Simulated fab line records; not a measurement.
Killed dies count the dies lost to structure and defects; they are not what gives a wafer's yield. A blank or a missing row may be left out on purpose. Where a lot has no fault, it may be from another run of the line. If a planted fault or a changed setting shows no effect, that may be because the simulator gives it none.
fab line records	flow nandHarc
record: lots: 6	wafers: 18	lastDay: 24
route steps=1159 shown P_ZERO_WELL@7 P_CONTACT@235 END@1159
lots that met no fault: taken from a fault-free run of the same line
startH: hours from the record's first day to the start of the lot's first wafer shown	waitH: hours elapsed since this lot's preceding step	" same as the row above	L1.1+2: one row covering several wafers at once	- value missing, or start not given	* or withheld: withheld	< > ~ a bound
route shown NAME@n: names a module that has steps shown in the file, with the first one's number in the route	usual: the fault-free wafers' mean and standard deviation	same: alike in all rows	chamber/n: place in a boat	sites: the reading at each site	_std_site: the standard deviation of these	_edge_site: inner sites' mean taken away from outer sites' mean	radiusMm: how far each site lies from the wafer's centre	mask NAME#n: copy n	behind: tool/chamber where the wafer was last shaped	hold: reason for holding the lot/hours on hold/outcome of the hold	device: names the non-switching transistor (n, p or np)	end of line: the tests these same wafers got at the end of their route	a step with no rows: only its recipe	killed: dies lost to structure and defects at the first sort, not the wafer's yield	map: shows each die of a wafer: x if killed, . if not, _ if none is there
set.NAME: setting as actually run; set.NAME@STEP: the setting as run at that earlier step	model.NAME: the simulator's own value behind a step, which no gauge read
lots seen at some steps along the route; tables by step, rows by wafer
services: from which hour (startH, from the record's first day; less than 0 if before it) a tool's chamber was out of use, for how many hours, and why
== steps ==
step: NHARC_P_ZERO_WELL_COAT_64
recipe: tempC: 200	timeS: 65
step: NHARC_P_ZERO_WELL_COAT_05
recipe: spinRpm: 2000	resistThkNm: 600
step: NHARC_P_ZERO_WELL_SOFTBAKE_06
recipe: tempC: 125	timeS: 70
step: NHARC_P_ZERO_WELL_EBR_07
step: NHARC_P_ZERO_WELL_EXPOSE_08
recipe: na: 0.55	targetCdNm: 500	doseMj: 33.8	maskId: P_ZERO
step: NHARC_P_ZERO_WELL_PEB_09
recipe: pebTempC: 128	pebTimeS: 80
step: NHARC_P_ZERO_WELL_DEVELOP_10
recipe: timeS: 50	devTempC: 22
step: NHARC_P_ZERO_WELL_CD_MEAS_11
recipe: targetCdNm: 500	landingEnergyEv: 500
usual: cdNm: 499.6/1.7
lot.wafer	tool	chamber	startH	waitH	cdNm
L105.3	cdSem-01	0	13.13	-	501.5
L105.4	"	0	"	"	503.6
L105.5	"	0	"	"	499.7
L107.2	cdSem-02	0	25.12	-	500.7
L107.3	"	0	"	"	496.9
L107.6	"	0	"	"	497.1
L111.2	cdSem-01	0	49.12	-	500.2
L111.3	"	0	"	"	501.7
L111.5	"	0	"	"	499.5
L112.3	cdSem-03	0	55.12	-	502.9
L112.4	"	0	"	"	501.8
L112.6	"	0	"	"	501.4
L127.2	cdSem-03	0	145.25	-	498.9
L127.3	"	0	"	"	498.1
L127.5	"	0	"	"	497.0
L128.3	cdSem-03	0	151.12	-	501.2
L128.4	"	0	"	"	498.9
L128.5	"	0	"	"	499.8
step: NHARC_P_ZERO_WELL_HARDBAKE_12
recipe: tempC: 118	timeS: 65
step: NHARC_P_ZERO_WELL_DESCUM_13
recipe: timeS: 3	o2FlowSccm: 200	arFlowSccm: 0	biasPowerW: 0	chemistry: O2
usual: drypumpMotorCurrentA: 5.6/0.41	oesProductAu: 1.003/0.0092	rfVppV: 58.1/0.95	showerheadPlenumPTorr: 1.97/0.08	throttleValvePct: 11.311/0.0091
lot.wafer	tool	chamber	startH	waitH	drypumpMotorCurrentA	oesProductAu	rfHoursCounterH	rfVppV	showerheadPlenumPTorr	throttleValvePct
L105.3	rieDiel-02	1	13.28	-	5.7	1.009	2	58.5	2.07	11.309
L105.4	"	0	"	"	6.3	1.007	2	59.4	1.94	11.319
L105.5	"	2	"	"	5.6	1.010	-	57.4	1.92	11.315
L107.3	rieDiel-07	0	25.28	-	5.0	1.005	10	56.4	1.96	11.311
L107.2	"	2	"	"	5.8	1.010	10	57.9	2.00	11.301
L107.6	"	3	"	"	5.3	0.995	-	57.8	1.79	11.317
L111.3	rieDiel-02	0	49.27	-	6.3	1.010	3	59.2	1.94	11.306
L111.2	"	2	"	"	5.6	1.017	4	57.8	1.92	11.323
L111.5	"	2	"	"	5.6	1.011	-	57.5	1.92	11.306
L112.3	rieDiel-02	1	55.30	-	5.6	1.014	3	59.2	2.07	11.318
L112.6	"	2	"	"	5.6	1.012	-	57.9	1.92	11.310
L112.4	"	0	"	"	6.3	1.001	-	57.9	1.94	11.311
L127.3	rieDiel-07	1	145.43	-	5.2	0.982	6	58.0	2.02	11.298
L127.2	"	2	"	"	5.8	1.013	6	57.7	2.00	11.326
L127.5	"	0	"	"	5.0	1.002	-	58.2	1.96	11.317
L128.3	rieDiel-07	1	151.28	-	5.2	0.987	7	58.1	2.02	11.302
L128.4	"	2	"	"	5.7	1.006	7	58.4	2.00	11.316
L128.5	"	1	"	"	5.2	0.981	-	57.1	2.02	11.315
step: NHARC_P_ZERO_WELL_ETCH_65
recipe: targetDepthA: 800	overetchA: 240	timeS: 87.88	ionEnergyEv: 200	n2FlowSccm: 150	h2FlowSccm: 150	arFlowSccm: 0	rfW: 400	biasW: 150	chemistry: N2/H2
usual: drypumpMotorCurrentA: 5.6/0.4	oesProductAu: 1.002/0.009	rfFwdPowerW: 397.5/1.3	rfVppV: 432.5/2.5	showerheadPlenumPTorr: 2.11/0.083	throttleValvePct: 14.170/0.0087
lot.wafer	tool	chamber	startH	waitH	drypumpMotorCurrentA	oesProductAu	rfFwdPowerW	rfHoursCounterH	rfVppV	showerheadPlenumPTorr	throttleValvePct
L105.4	rieDiel-02	3	13.36	0.1	5.4	1.023	398.0	2	434.0	2.13	14.171
L105.3	"	2	"	"	5.7	1.018	399.2	2	429.7	2.05	14.172
L105.5	"	3	"	"	5.4	1.019	396.7	-	433.4	2.13	14.168
L107.2	rieDiel-07	1	25.36	0.1	5.2	0.987	397.3	9	434.9	2.16	14.173
L107.3	"	2	"	"	5.8	1.001	398.0	10	433.7	2.14	14.186
L107.6	"	0	"	"	5.1	0.995	399.8	-	432.3	2.09	14.188
L111.3	rieDiel-02	1	49.38	0.1	5.6	1.008	397.0	3	435.4	2.21	14.180
L111.2	"	0	"	"	6.3	1.010	398.8	3	431.7	2.07	14.164
L111.5	"	1	"	"	5.6	1.005	397.8	-	436.5	2.21	14.151
L112.3	rieDiel-02	0	55.39	0.1	6.3	0.999	397.5	3	431.5	2.07	14.163
L112.6	"	1	"	"	5.7	1.012	396.3	-	436.3	2.21	14.167
L112.4	"	2	"	"	5.7	0.988	398.2	-	430.0	2.05	14.165
L127.3	rieDiel-07	2	145.50	0.1	5.8	1.020	396.2	6	432.8	2.14	14.187
L127.2	"	0	"	"	5.1	1.000	397.9	6	431.0	2.09	14.159
L127.5	"	2	"	"	5.7	1.012	396.0	-	433.8	2.14	14.177
L128.4	rieDiel-07	1	151.36	0.1	5.2	0.980	397.9	7	433.4	2.16	14.166
L128.3	"	2	"	"	5.8	1.005	396.0	7	433.3	2.14	14.165
L128.5	"	1	"	"	5.2	0.992	397.1	-	432.0	2.16	14.168
step: NHARC_P_ZERO_WELL_ETCH_62
recipe: targetDepthA: 130	timeS: 6.5	chf3FlowSccm: 50	arFlowSccm: 200	rfW: 500	biasW: 200	chemistry: CHF3/Ar
usual: chf3FlowSccm: 50.00/0.15	drypumpMotorCurrentA: 5.6/0.4	oesProductAu: 0.966/0.016	rfFwdPowerW: 488.1/2.2	rfVppV: 372.4/2	showerheadPlenumPTorr: 2.42/0.084	throttleValvePct: 20.216/0.0094
lot.wafer	tool	chamber	startH	waitH	chf3FlowSccm	drypumpMotorCurrentA	oesProductAu	rfFwdPowerW	rfHoursCounterH	rfVppV	showerheadPlenumPTorr	throttleValvePct
L105.4	rieDiel-02	0	-	-	50.14	6.3	0.975	488.2	2	372.5	2.38	20.224
L105.3	"	1	"	"	50.01	5.7	0.961	489.2	2	376.3	2.53	20.207
L105.5	"	3	"	"	49.81	5.4	0.981	487.5	-	374.4	2.44	20.224
L107.2	rieDiel-07	1	-	-	49.92	5.2	0.975	491.5	9	373.0	2.47	20.222
L107.3	"	2	"	"	50.09	5.8	0.985	488.8	10	373.5	2.45	20.202
L107.6	"	0	"	"	49.79	5.0	0.956	488.8	-	370.7	2.40	20.208
L111.3	rieDiel-02	2	-	-	50.12	5.6	0.970	487.9	4	370.5	2.35	20.216
L111.2	"	0	"	"	49.66	6.3	0.964	486.8	3	372.5	2.38	20.205
L111.5	"	0	"	"	50.00	6.3	0.974	486.0	-	371.1	2.38	20.208
L112.3	rieDiel-02	0	-	-	50.12	6.3	0.971	488.3	3	372.1	2.38	20.233
L112.6	"	1	"	"	50.19	5.6	0.970	488.0	-	374.6	2.53	20.228
L112.4	"	2	"	"	49.59	5.7	0.958	488.9	-	371.5	2.35	20.217
L127.2	rieDiel-07	1	-	-	50.07	5.2	0.967	487.9	6	372.6	2.47	20.196
L127.3	"	2	"	"	49.96	5.8	0.993	488.4	6	371.9	2.45	20.214
L127.5	"	2	"	"	49.72	5.8	0.980	486.7	-	371.5	2.45	20.215
L128.3	rieDiel-07	2	-	-	50.04	5.8	0.995	486.7	7	374.0	2.45	20.203
L128.4	"	3	"	"	50.22	5.3	0.975	492.3	7	367.1	2.20	20.221
L128.5	"	2	"	"	50.05	5.8	0.988	484.1	-	372.6	2.45	20.222
step: NHARC_P_ZERO_WELL_ETCH_63
recipe: targetDepthA: 1200	timeS: 40.1	hbrFlowSccm: 150	cl2FlowSccm: 50	rfW: 400	icpW: 400	biasW: 100	chemistry: HBr/Cl2
usual: drypumpMotorCurrentA: 5.8/0.5	heBacksideLeakSccm: 2.8/0.34	oesProductAu: 1.006/0.0096	rfFwdPowerW: 394.2/2.2	throttleValvePct: 26.407/0.009
lot.wafer	tool	chamber	startH	waitH	drypumpMotorCurrentA	heBacksideLeakSccm	oesProductAu	rfFwdPowerW	rfHoursCounterH	throttleValvePct
L105.4	rieSi-03	0	13.56	-	6.3	2.5	1.007	391.7	0.3	26.418
L105.3	"	1	"	"	5.2	2.9	1.000	395.2	0.2	26.415
L105.5	"	2	"	"	5.9	2.3	1.010	391.9	-	26.399
L107.3	rieSi-06	2	25.53	-	6.4	2.7	0.997	398.4	0.0	26.408
L107.2	"	0	"	"	5.3	2.3	1.005	396.8	0.1	26.409
L107.6	"	1	"	"	6.4	3.2	1.017	397.1	-	26.414
L111.2	rieSi-03	0	49.57	-	6.2	2.5	1.010	389.5	0.7	26.422
L111.3	"	3	"	"	6.5	2.9	1.016	389.3	0.7	26.401
L111.5	"	0	"	"	6.2	2.4	1.011	386.8	-	26.397
L112.3	rieSi-01	3	55.58	-	5.9	3.2	1.007	392.5	1.0	26.392
L112.4	"	1	"	"	5.2	3.0	0.994	394.3	0.9	26.424
L112.6	"	2	"	"	5.9	2.9	0.990	393.3	-	26.394
L127.3	rieSi-01	0	145.69	-	5.0	2.4	1.007	394.7	0.0	26.400
L127.2	"	2	"	"	5.9	2.9	1.012	392.2	0.1	26.400
L127.5	"	3	"	"	5.9	3.0	0.918	389.6	-	26.403
L128.4	rieSi-01	2	151.55	-	5.9	2.9	0.926	394.9	0.1	26.397
L128.3	"	3	"	"	6.0	3.0	0.983	390.8	0.1	26.431
L128.5	"	0	"	"	5.0	2.5	0.925	394.9	-	26.408
step: NHARC_P_ZERO_WELL_STRIP_15
recipe: timeS: 900	tempC: 130	chemistry: SPM
step: NHARC_P_ZERO_WELL_DEHYDRATE_16
recipe: tempC: 150	timeS: 120
step: NHARC_P_ZERO_WELL_HMDS_17
recipe: timeS: 30
step: NHARC_P_ZERO_WELL_COAT_18
recipe: spinRpm: withheld
step: NHARC_P_ZERO_WELL_SOFTBAKE_19
recipe: tempC: 122	timeS: 95
step: NHARC_P_ZERO_WELL_EBR_20
step: NHARC_P_ZERO_WELL_EXPOSE_21
recipe: na: 0.6	targetCdNm: 720	doseMj: 22.31	maskId: P_NWELL
step: NHARC_P_ZERO_WELL_PEB_22
recipe: pebTempC: 118	pebTimeS: 85
step: NHARC_P_ZERO_WELL_DEVELOP_23
recipe: timeS: 70
step: NHARC_P_ZERO_WELL_CD_MEAS_24
recipe: targetCdNm: 720	landingEnergyEv: 500
usual: cdNm: 718.7/1.8
lot.wafer	tool	chamber	startH	waitH	cdNm
L105.3	cdSem-03	0	14.47	-	717.0
L105.4	"	0	"	"	721.2
L105.5	"	0	"	"	719.1
L107.2	cdSem-02	0	26.48	-	723.3
L107.3	"	0	"	"	718.3
L107.6	"	0	"	"	721.9
L111.2	cdSem-03	0	50.50	-	721.8
L111.3	"	0	"	"	717.5
L111.5	"	0	"	"	717.2
L112.3	cdSem-01	0	56.37	-	719.6
L112.4	"	0	"	"	722.1
L112.6	"	0	"	"	718.5
L127.2	cdSem-03	0	146.60	-	715.9
L127.3	"	0	"	"	718.7
L127.5	"	0	"	"	720.1
L128.3	cdSem-02	0	152.47	-	718.1
L128.4	"	0	"	"	716.1
L128.5	"	0	"	"	717.0
step: NHARC_P_ZERO_WELL_HARDBAKE_25
recipe: tempC: 125	timeS: 80
step: NHARC_P_ZERO_WELL_DESCUM_26
recipe: timeS: 3	o2FlowSccm: 200	arFlowSccm: 0	biasPowerW: 0	chemistry: O2
usual: drypumpMotorCurrentA: 5.7/0.38	oesProductAu: 1.005/0.0084	rfVppV: 58.0/0.92	showerheadPlenumPTorr: 1.98/0.067	throttleValvePct: 11.311/0.0089
lot.wafer	tool	chamber	startH	waitH	drypumpMotorCurrentA	oesProductAu	rfHoursCounterH	rfVppV	showerheadPlenumPTorr	throttleValvePct
L105.3	rieDiel-07	1	14.62	-	5.2	0.987	9	57.7	2.02	11.309
L105.5	"	2	"	"	5.8	1.008	-	58.3	2.00	11.315
L105.4	"	0	"	"	5.0	0.993	-	57.6	1.96	11.311
L107.3	rieDiel-02	2	26.66	-	5.7	1.006	3	57.2	1.92	11.301
L107.2	"	3	"	"	5.4	1.011	2	57.8	2.00	11.294
L107.6	"	2	"	"	5.7	1.008	-	57.7	1.92	11.309
L111.3	rieDiel-02	2	50.70	-	5.6	1.001	4	57.4	1.92	11.309
L111.2	"	0	"	"	6.3	1.006	3	59.6	1.94	11.300
L111.5	"	1	"	"	5.6	1.016	-	59.5	2.07	11.308
L112.3	rieDiel-02	2	56.55	-	5.6	1.000	4	57.2	1.92	11.313
L112.6	"	1	"	"	5.6	1.013	-	58.4	2.07	11.311
L112.4	"	2	"	"	5.7	1.001	-	56.5	1.92	11.316
L127.2	rieDiel-02	2	146.76	-	5.7	1.018	11	57.7	1.92	11.299
L127.3	"	0	"	"	6.3	1.014	9	57.9	1.94	11.322
L127.5	"	2	"	"	5.6	1.006	-	56.6	1.92	11.327
L128.3	rieDiel-07	0	152.63	-	5.1	1.004	7	59.1	1.96	11.306
L128.4	"	2	"	"	5.8	1.011	7	59.3	2.00	11.294
L128.5	"	1	"	"	5.2	0.995	-	57.4	2.02	11.323
step: NHARC_P_ZERO_WELL_IMPLANT_27
recipe: energyKev: 600	doseCm2: 1e+13	tiltDeg: 7
step: NHARC_P_ZERO_WELL_IMPLANT_57
recipe: energyKev: 250	doseCm2: 4e+12	tiltDeg: 7
step: NHARC_P_ZERO_WELL_IMPLANT_58
recipe: energyKev: 100	doseCm2: 2e+12	tiltDeg: 7
step: NHARC_P_ZERO_WELL_STRIP_28
recipe: timeS: 840	tempC: 130	chemistry: SPM
step: NHARC_P_ZERO_WELL_DEHYDRATE_29
recipe: tempC: 150	timeS: 120
step: NHARC_P_ZERO_WELL_HMDS_30
recipe: timeS: 30
step: NHARC_P_ZERO_WELL_COAT_31
recipe: spinRpm: withheld
step: NHARC_P_ZERO_WELL_SOFTBAKE_32
recipe: tempC: 122	timeS: 95
step: NHARC_P_ZERO_WELL_EBR_33
step: NHARC_P_ZERO_WELL_EXPOSE_34
recipe: na: 0.6	targetCdNm: 720	doseMj: 22.31	maskId: P_PWELL
step: NHARC_P_ZERO_WELL_PEB_35
recipe: pebTempC: 118	pebTimeS: 85
step: NHARC_P_ZERO_WELL_DEVELOP_36
recipe: timeS: 70
step: NHARC_P_ZERO_WELL_CD_MEAS_37
recipe: targetCdNm: 720	landingEnergyEv: 500
usual: cdNm: 719.3/2.4
lot.wafer	tool	chamber	startH	waitH	cdNm
L105.3	cdSem-02	0	21.27	-	719.3
L105.4	"	0	"	"	719.2
L105.5	"	0	"	"	718.1
L107.2	cdSem-03	0	28.12	-	717.9
L107.3	"	0	"	"	716.4
L107.6	"	0	"	"	720.3
L111.2	cdSem-03	0	52.18	-	718.5
L111.3	"	0	"	"	719.3
L111.5	"	0	"	"	718.5
L112.3	cdSem-03	0	57.93	-	720.3
L112.4	"	0	"	"	716.7
L112.6	"	0	"	"	718.5
L127.2	cdSem-01	0	148.12	-	717.7
L127.3	"	0	"	"	719.5
L127.5	"	0	"	"	719.7
L128.3	cdSem-02	0	154.13	-	717.6
L128.4	"	0	"	"	717.5
L128.5	"	0	"	"	716.8
step: NHARC_P_ZERO_WELL_HARDBAKE_38
recipe: tempC: 125	timeS: 80
step: NHARC_P_ZERO_WELL_DESCUM_39
recipe: timeS: 3	o2FlowSccm: 200	arFlowSccm: 0	biasPowerW: 0	chemistry: O2
usual: drypumpMotorCurrentA: 5.7/0.39	oesProductAu: 1.005/0.009	rfVppV: 58.1/0.85	showerheadPlenumPTorr: 1.99/0.065	throttleValvePct: 11.310/0.0088
lot.wafer	tool	chamber	startH	waitH	drypumpMotorCurrentA	oesProductAu	rfHoursCounterH	rfVppV	showerheadPlenumPTorr	throttleValvePct
L105.4	rieDiel-04	0	21.44	-	5.6	1.004	4.6	58.1	2.03	11.311
L105.3	"	2	"	"	5.5	1.004	6.5	58.2	1.95	11.317
L105.5	"	3	"	"	6.4	0.997	-	58.6	2.01	11.321
L107.2	rieDiel-02	0	28.28	-	6.3	1.007	1.9	59.1	1.94	11.316
L107.3	"	3	"	"	5.4	1.011	2.3	57.6	2.00	11.296
L107.6	"	0	"	"	6.3	1.001	-	56.4	1.94	11.312
L111.2	rieDiel-04	2	52.36	-	5.5	1.008	8.8	57.8	1.95	11.292
L111.3	"	3	"	"	6.4	1.005	8.9	57.6	2.01	11.306
L111.5	"	1	"	"	5.9	0.997	-	60.4	2.06	11.323
L112.3	rieDiel-04	0	58.09	-	5.6	1.008	7.6	57.5	2.03	11.308
L112.4	"	1	"	"	6.0	0.996	9.2	58.0	2.06	11.318
L112.6	"	0	"	"	5.6	1.007	-	58.2	2.03	11.303
L127.2	rieDiel-02	2	148.28	-	5.7	1.003	10.9	57.3	1.92	11.296
L127.3	"	0	"	"	6.3	1.009	9.4	57.0	1.94	11.302
L127.5	"	3	"	"	5.4	1.010	-	58.6	1.99	11.316
L128.3	rieDiel-07	3	154.29	-	5.3	1.007	6.8	57.4	1.79	11.310
L128.4	"	1	"	"	5.2	0.992	7.0	58.3	2.02	11.315
L128.5	"	3	"	"	5.3	1.004	-	56.9	1.79	11.313
step: NHARC_P_ZERO_WELL_IMPLANT_40
recipe: energyKev: 300	doseCm2: 1e+13	tiltDeg: 7
step: NHARC_P_ZERO_WELL_IMPLANT_59
recipe: energyKev: 120	doseCm2: 5e+12	tiltDeg: 7
step: NHARC_P_CONTACT_DESCUM_17
recipe: timeS: 3	o2FlowSccm: 200	arFlowSccm: 0	biasPowerW: 0	chemistry: O2
usual: drypumpMotorCurrentA: 5.9/0.53	oesProductAu: 0.996/0.011	rfVppV: 57.6/0.94	showerheadPlenumPTorr: 1.89/0.073	throttleValvePct: 11.310/0.0091
lot.wafer	tool	chamber	startH	waitH	drypumpMotorCurrentA	oesProductAu	rfHoursCounterH	rfVppV	showerheadPlenumPTorr	throttleValvePct	model.P_CONTACT.cdNm
L105.4	rieDiel-01	3	112.25	0.1	5.9	1.001	14	58.1	1.83	11.299	89.34
L105.3	"	0	"	"	5.3	1.026	14	57.8	1.80	11.317	89.38
L105.5	"	3	"	"	5.9	0.990	-	58.4	1.83	11.307	89.4
L107.3	rieDiel-05	0	119.02	0.1	6.4	0.990	9	57.7	1.92	11.303	88.79
L107.2	"	1	"	"	6.3	0.985	13	58.5	2.01	11.323	89.63
L107.6	"	1	"	"	6.3	0.991	-	58.5	2.01	11.299	89.92
L111.2	rieDiel-05	2	147.16	0.1	5.5	0.996	18	58.0	1.99	11.313	89.9
L111.3	"	3	"	"	6.2	0.983	19	55.5	1.85	11.311	88.33
L111.5	"	2	"	"	5.5	0.988	-	58.2	2.00	11.309	89.29
L112.3	rieDiel-01	2	153.57	0.1	5.1	0.999	0	57.0	1.86	11.302	90.98
L112.4	"	1	"	"	6.6	0.988	0	55.7	1.90	11.307	90.1
L112.6	"	3	"	"	5.9	0.996	-	57.0	1.83	11.311	90.62
L127.2	rieDiel-01	0	246.55	0.1	5.3	1.003	10	56.5	1.80	11.308	86.54
L127.3	"	1	"	"	6.6	0.999	9	59.2	1.89	11.310	86.5
L127.5	"	2	"	"	5.0	1.015	-	57.3	1.86	11.313	86.32
L128.3	rieDiel-01	0	246.98	0.1	5.3	1.010	10	57.0	1.80	11.316	85.31
L128.4	"	3	"	"	5.9	1.005	9	55.6	1.83	11.312	86.42
L128.5	"	1	"	"	6.6	1.013	-	56.2	1.89	11.316	85.57
step: NHARC_P_CONTACT_ETCH_31
recipe: targetDepthA: 300	timeS: 85.7	ionEnergyEv: 120	overEtchFrac: 1	ch3fFlowSccm: 50	o2FlowSccm: 30	arFlowSccm: 200	rfW: 500	biasW: 100	chemistry: CH3F/O2
usual: drypumpMotorCurrentA: 5.9/0.54	oesProductAu: 0.977/0.015	rfFwdPowerW: 495.7/1.8	rfVppV: 244.1/1.5	showerheadPlenumPTorr: 2.43/0.094	throttleValvePct: 20.664/0.0088
lot.wafer	tool	chamber	startH	waitH	drypumpMotorCurrentA	oesProductAu	rfFwdPowerW	rfHoursCounterH	rfVppV	showerheadPlenumPTorr	throttleValvePct	model.P_CONTACT.cdNm
L105.3	rieDiel-01	3	-	-	5.9	0.981	496.3	14	243.3	2.35	20.660	87.4
L105.4	"	2	"	"	5.1	0.989	498.6	12	243.6	2.39	20.661	89.32
L105.5	"	3	"	"	5.9	0.989	493.5	-	241.4	2.35	20.671	89.6
L107.3	rieDiel-05	0	-	-	6.4	0.949	494.1	10	245.1	2.47	20.674	89.11
L107.2	"	3	"	"	6.2	0.968	495.1	15	243.4	2.39	20.682	88.6
L107.6	"	0	"	"	6.4	0.939	493.2	-	245.9	2.47	20.660	89.45
L111.2	rieDiel-05	1	-	-	6.4	0.962	495.0	17	245.8	2.58	20.670	88.58
L111.3	"	0	"	"	6.4	0.957	494.5	13	245.5	2.47	20.666	85.06
L111.5	"	2	"	"	5.5	0.959	494.1	-	245.5	2.56	20.663	90.13
L112.3	rieDiel-01	0	-	-	5.3	0.982	493.2	1	242.6	2.32	20.637	91.11
L112.4	"	1	"	"	6.6	0.978	494.1	1	242.9	2.44	20.667	90.73
L112.6	"	2	"	"	5.0	0.980	496.5	-	243.7	2.39	20.661	91.46
L127.2	rieDiel-01	2	-	-	5.0	0.989	497.2	9	242.6	2.39	20.658	87.51
L127.3	"	3	"	"	5.9	0.989	497.0	9	241.3	2.35	20.653	83.72
L127.5	"	2	"	"	5.0	0.988	497.2	-	243.5	2.39	20.663	85.4
L128.3	rieDiel-01	0	-	-	5.3	0.983	494.6	10	242.1	2.31	20.647	84.94
L128.4	"	2	"	"	5.0	0.997	495.2	9	242.4	2.39	20.669	84.06
L128.5	"	0	"	"	5.3	0.987	494.1	-	243.4	2.31	20.670	83.64
step: NHARC_END_SORT_01
recipe: tempC: 25
usual: killedAtArray: 29/8.4	killedAtOther: 0.7/1.2	killedAtPeriphery: 3.8/2.1	killedDies: 33/9	killedOpen: 3.4/2	killedShort: 2.1/1.4
same: grossDies: 677
lot.wafer	tool	chamber	startH	waitH	killedAtArray	killedAtOther	killedAtPeriphery	killedDies	killedOpen	killedShort
L107.2	prober-02	0	488.53	2.8	27	0	5	32	4	1
L107.3	prober-02	0	489.32	3.1	35	1	10	46	9	3
L107.6	prober-02	0	491.68	3.9	27	1	5	33	2	2
L105.3	prober-01	0	489.27	3.1	29	0	10	39	4	4
L105.4	prober-01	0	490.07	3.4	30	0	7	37	6	0
L105.5	prober-01	0	490.88	3.7	29	0	3	32	0	3
L111.2	prober-01	0	496.31	2.8	37	0	5	42	4	3
L111.3	prober-01	0	497.11	3.1	41	1	4	46	6	1
L111.5	prober-01	0	498.72	3.7	37	0	6	43	2	2
L127.2	prober-01	0	573.78	2.8	52	0	4	56	9	2
killed by level:class
L107.2 A_CHANNEL_HOLE_D1:chamberFilmFlake=13 A_SLIT:chamberFilmFlake=3 A_CONTACT:chamberFilmFlake=3 P_BONDPAD:chamberFilmFlake=2 A_STAIRCASE:chamberFilmFlake=2 A_M0:chamberFilmFlake=2 P_ZERO_WELL:geometricParticle:short=1 P_CONTACT:geometricParticle:open=1
L105.3 A_CHANNEL_HOLE_D1:chamberFilmFlake=11 A_SLIT:chamberFilmFlake=9 P_M1:chamberFilmFlake=4 A_STAIRCASE:chamberFilmFlake=4 A_CHANNEL_FILL_D1:geometricParticle:short=2 P_STI:geometricParticle:open=1 P_M0:geometricParticle:open=1 P_M0:geometricParticle:short=1
L107.3 A_CHANNEL_HOLE_D1:chamberFilmFlake=10 A_STAIRCASE:chamberFilmFlake=8 A_CONTACT:chamberFilmFlake=5 P_STI:chamberFilmFlake=4 P_GATE:geometricParticle:open=2 A_CHANNEL_FILL_D1:geometricParticle:short=2 A_SGD_CUT:geometricParticle:open=2 P_ZERO_WELL:chamberFilmFlake=2
L105.4 A_SLIT:chamberFilmFlake=10 A_CHANNEL_HOLE_D1:chamberFilmFlake=9 A_STAIRCASE:chamberFilmFlake=3 P_CONTACT:geometricParticle:open=2 P_M1:chamberFilmFlake=2 A_CONTACT:chamberFilmFlake=2 A_CHANNEL_HOLE_D1:geometricParticle:open=1 A_WL_FILL:geometricParticle:open=1
L105.5 A_SLIT:chamberFilmFlake=14 A_CHANNEL_HOLE_D1:chamberFilmFlake=9 A_CHANNEL_FILL_D1:chamberFilmFlake=2 A_STAIRCASE:chamberFilmFlake=2 P_M0:geometricParticle:short=1 A_CHANNEL_FILL_D1:geometricParticle:short=1 A_WL_FILL:geometricParticle:short=1 P_ZERO_WELL:chamberFilmFlake=1
L107.6 A_CHANNEL_HOLE_D1:chamberFilmFlake=13 A_CONTACT:chamberFilmFlake=5 A_M0:chamberFilmFlake=3 P_ZERO_WELL:chamberFilmFlake=2 A_STAIRCASE:chamberFilmFlake=2 P_CONTACT:geometricParticle:short=1 A_CHANNEL_FILL_D1:geometricParticle:open=1 A_WL_FILL:geometricParticle:short=1
L111.2 A_CHANNEL_HOLE_D1:chamberFilmFlake=16 A_SLIT:chamberFilmFlake=10 A_CONTACT:chamberFilmFlake=7 P_CONTACT:geometricParticle:short=2 P_CONTACT:geometricParticle:open=2 A_CHANNEL_FILL_D1:geometricParticle:open=1 A_WL_FILL:geometricParticle:short=1 A_CONTACT:geometricParticle:open=1
L111.3 A_CHANNEL_HOLE_D1:chamberFilmFlake=16 A_SLIT:chamberFilmFlake=9 A_CONTACT:chamberFilmFlake=6 A_CONTACT:geometricParticle:open=4 P_CONTACT:chamberFilmFlake=3 A_STAIRCASE:chamberFilmFlake=3 A_WL_FILL:geometricParticle:open=1 A_BLC:geometricParticle:open=1
L111.5 A_CHANNEL_HOLE_D1:chamberFilmFlake=17 A_SLIT:chamberFilmFlake=11 A_CONTACT:chamberFilmFlake=7 P_STI:chamberFilmFlake=3 P_M0:geometricParticle:open=2 A_CHANNEL_HOLE_D1:geometricParticle:short=1 A_CONTACT:geometricParticle:short=1 P_CONTACT:chamberFilmFlake=1
L127.2 A_SLIT:chamberFilmFlake=24 A_CONTACT:chamberFilmFlake=9 A_CHANNEL_HOLE_D1:chamberFilmFlake=7 A_STAIRCASE:chamberFilmFlake=3 P_M0:geometricParticle:open=2 A_SGD_CUT:geometricParticle:open=2 A_M0:geometricParticle:open=2 P_M0:geometricParticle:short=1
== services ==
tool	chamber	startH	hours	kind
rieDiel-05	0	1.30	21.0	repair
rieDiel-07	3	13.70	9.6	repair
rieDiel-07	0	31.15	6.9	repair
rieDiel-02	1	35.48	9.8	repair
rieDiel-07	-	45.59	0.4	repair
rieDiel-02	3	49.10	18.8	repair
rieDiel-07	-	51.20	9.0	pm
rieDiel-01	2	58.40	16.6	repair
rieDiel-05	0	70.93	7.5	repair
rieDiel-05	2	71.27	3.4	repair
rieDiel-05	3	77.45	2.5	repair
rieDiel-05	2	80.86	1.3	repair
rieDiel-07	3	90.14	4.6	repair
rieDiel-05	0	91.78	12.0	repair
rieDiel-07	1	94.74	4.8	repair
rieDiel-05	1	101.82	9.5	repair
rieDiel-01	-	137.80	9.0	pm
rieDiel-02	0	150.86	5.7	repair
rieDiel-02	-	150.93	9.0	pm
rieDiel-05	2	154.67	5.7	repair
rieDiel-05	-	163.60	9.0	pm
rieDiel-02	3	187.89	64.5	repair
rieDiel-02	1	200.12	6.8	repair
rieDiel-07	-	228.20	9.0	pm
== key ==
firstSign: step: NHARC_P_ZERO_WELL_ETCH_63	reading: oesProductAu	direction: down	sigmas: 8.6	usual: 1.006	struck: 0.923
effect none on later readings
modelEffect: step: NHARC_P_CONTACT_DESCUM_17	value: P_CONTACT.cdNm	without: 89.56	struck: 86.1
modelEffect: step: NHARC_P_CONTACT_ETCH_31	value: P_CONTACT.cdNm	without: 87.82	struck: 84.37
metAt NHARC_P_ZERO_WELL_ETCH_63
struckWafers L127.5,L128.4,L128.5
testerLeftOut L127,L128
loopTrim: step: NHARC_P_CONTACT_EXPOSE_09	setting: dose	lots: L127,L128
onsetBetween 55.58 145.69
fault: kind: processParameterDrift	tool: rieSi-01	chamber: -	onsetH: 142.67	steps: NHARC_P_ZERO_WELL_ETCH_63	channel: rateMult	offset: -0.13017	shape: step	endH: 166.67	scope: struckWafersOnly
testerLeftOut: of these lots the tester's yield and bins aren't shown, on N5 and GAA mostly nor the transistor test; their killed dies are dies lost to structure and defects alone, not to doping, threshold or leakage, so they don't give the yield
loopTrim: a control loop set the setting to another value than it would have without faults
